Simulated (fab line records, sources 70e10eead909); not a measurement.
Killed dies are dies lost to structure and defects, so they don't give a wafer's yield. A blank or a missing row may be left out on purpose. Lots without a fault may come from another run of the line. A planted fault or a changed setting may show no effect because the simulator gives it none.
Chamber matching | flow nand_harc | NHARC_P_M2_ETCH_35 on rie_diel-10: 4 sister chambers
The step etches the open film in N2/H2, target depth 40 nm, overetch 12 nm, time 43.94 s. 8 wafers are shown with their chamber, then 10 later ones without.

WAFERS WITH THEIR CHAMBER
wafer  | chamber | showerhead_plenum_p_Torr (Torr) | drypump_motor_current_A (A)
L324.2 | 1       | 2.01                            | 6.8
L325.4 | 1       | 2.02                            | 6.7
L332.5 | 0       | 1.92                            | 5.9
L331.2 | 3       | 2.20                            | 6.3
L331.4 | 2       | 1.91                            | 5.4
L331.5 | 0       | 1.92                            | 5.9
L330.2 | 2       | 1.91                            | 5.4
L330.3 | 3       | 2.20                            | 6.2

WAFERS WITHOUT THEIR CHAMBER
wafer  | showerhead_plenum_p_Torr (Torr) | drypump_motor_current_A (A)
L330.4 | 1.92                            | 5.9
L342.1 | 2.19                            | 6.3
L342.2 | 1.91                            | 5.4
L342.5 | 2.01                            | 6.8
L343.1 | 2.01                            | 6.8
L343.4 | 1.92                            | 5.9
L343.6 | 1.91                            | 5.4
L345.1 | 1.92                            | 5.9
L345.2 | 2.01                            | 6.8
L345.4 | 2.19                            | 6.3

WHICH CHAMBER EACH WENT THROUGH
wafer  | from the rows above | in truth
L330.4 | 0                   | 0
L342.1 | 3                   | 3
L342.2 | 2                   | 2
L342.5 | 1                   | 1
L343.1 | 1                   | 1
L343.4 | 0                   | 0
L343.6 | 2                   | 2
L345.1 | 0                   | 0
L345.2 | 1                   | 1
L345.4 | 3                   | 3
Placed correctly: 10 of 10. Can't be placed from these rows: 0. Placed wrongly: 0.
How it was worked out, from the rows above alone: a wafer's distance from a chamber is the root of the sum, over the readings, of the square of ((its reading less the chamber's mean) divided by the reading's scatter). The wafer belongs to the nearest chamber; if the next one is less than 2 further off, it can't be placed. A chamber's mean is the mean of its shown wafers. The scatter: the root of (the sum of the squares of (reading less its chamber's mean) over the shown wafers, divided by (wafers less chambers)).
